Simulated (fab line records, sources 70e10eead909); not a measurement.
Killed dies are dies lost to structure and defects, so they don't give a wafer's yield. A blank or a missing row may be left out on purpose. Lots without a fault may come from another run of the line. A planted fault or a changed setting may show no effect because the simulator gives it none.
A struck lot beside a sound one | flow nand_harc | 15 steps out of a route of 1159
Sound: wafers L156.3, L156.4, L156.5. Struck: wafer L164.5. (L164.3, L164.6 of the same lot were not struck and are left out.) The cause comes at the end.
At each step with rows: each side's tool, then ch and its chambers, then its first start. Under that, the readings that differ: sound wafers | struck wafers | difference of the means | sigmas: that difference in standard deviations of wafers without a fault.
alike: readings whose means differ by less than 2 such deviations, and words and numbers that are the same on both sides. not compared: withheld readings, readings that some wafer has no value for, bounds like >300 that may hide the same value, and numbers for which the record gives no deviation and whose values overlap.
The two part at a step that has a row with sigmas, a row that says differs or no value, or rows on one side only. Numbers that don't overlap but have no deviation are shown without sigmas and don't part them. A reading that every wafer of one side lacks parts them only if that side has two wafers or more.

first, 4 steps without rows for these wafers: NHARC_A_M1_EBR_05; NHARC_A_M1_EXPOSE_06 (exposes mask A M1, target cd 120 nm); NHARC_A_M1_PEB_07 (peb time 65 s); NHARC_A_M1_DEVELOP_08 (develop time 35 s).
NHARC_A_M1_CD_MEAS_09: target cd 120 nm.
  sound on cd_sem-02 ch 0, day 18 05:02; struck on cd_sem-01 ch 0, day 20 05:52
  alike: cd_nm
NHARC_A_M1_OVL_MEAS_10: pitch 240 nm.
  sound on overlay-02, day 18 05:07; struck on overlay-02, day 20 05:57
  alike: overlay_x_nm, overlay_y_nm
NHARC_A_M1_INSPECT_11:
  sound on defect_inspect-01, day 18 05:09; struck on defect_inspect-02, day 20 05:59
  alike: raw_defect_count
NHARC_A_M1_DESCUM_14: chemistry O2, time 3 s.
  sound on rie_diel-08 ch 0,3, day 18 05:13; struck on rie_diel-11 ch 1, day 20 06:05
  alike: drypump_motor_current_A, oes_product_au, rf_vpp_V, showerhead_plenum_p_Torr, throttle_valve_pct
  not compared: rf_hours_counter_h
NHARC_A_M1_ETCH_35: etches the open film in N2/H2, target depth 40 nm, overetch 12 nm, time 43.94 s.
  sound on rie_diel-08 ch 0,2, day 18 05:19; struck on rie_diel-11 ch 3, day 20 06:08
  alike: drypump_motor_current_A, oes_product_au, rf_fwd_power_W, rf_vpp_V, run_length_s, showerhead_plenum_p_Torr, throttle_valve_pct
  not compared: rf_hours_counter_h
NHARC_A_M1_ETCH_15: etches the open film in C4F8/Ar, target depth 182.5 nm, time 91.2 s.
  sound on rie_diel-08 ch 2,3; struck on rie_diel-11 ch 3
  reading               | sound             | struck | difference | sigmas
  oes_product_au (a.u.) | 0.906 0.938 0.905 | 0.977  | +0.061     | +2
  alike: rf_fwd_power_W, rf_vpp_V, run_length_s
  not compared: rf_hours_counter_h
NHARC_A_M1_CD_MEAS_16:
  sound on cd_sem-02, day 18 05:34; struck on cd_sem-03, day 20 06:22
  alike: cd_nm
NHARC_A_M1_STRIP_18: strips in N2/H2.
  sound on rie_diel-08 ch 0,2,3, day 18 05:41; struck on rie_diel-03 ch 0, day 20 06:28
  alike: drypump_motor_current_A, oes_product_au, rf_fwd_power_W, rf_vpp_V, showerhead_plenum_p_Torr, throttle_valve_pct
  not compared: rf_hours_counter_h
NHARC_A_M1_ETCH_28: etches the open film in CF4/N2, target depth 30 nm, time 72.99 s.
  sound on rie_diel-08 ch 0,2, day 18 05:56; struck on rie_diel-03 ch 0, day 20 06:41
  reading                     | sound          | struck | difference | sigmas
  drypump_motor_current_A (A) | 6.3 6.1 6.3    | 5.2    | -1.0       | -2
  run_length_s (s)            | 93.4 93.8 93.3 | 75.2   | -18.3      | -37
  alike: oes_product_au, rf_vpp_V, showerhead_plenum_p_Torr, throttle_valve_pct
  not compared: rf_fwd_power_W, rf_hours_counter_h
then, 1 step without rows for these wafers: NHARC_A_M1_STRIP_19 (strips in post etch residue remover, time 600 s).
NHARC_END_SORT_01:
  the record has rows for the struck wafers here (prober-01 ch 0, day 21 21:36) and none for the sound ones

WHERE THEY PART
First at NHARC_A_M1_ETCH_15; last, within this record, at NHARC_END_SORT_01.

WHY: what the simulator had put in
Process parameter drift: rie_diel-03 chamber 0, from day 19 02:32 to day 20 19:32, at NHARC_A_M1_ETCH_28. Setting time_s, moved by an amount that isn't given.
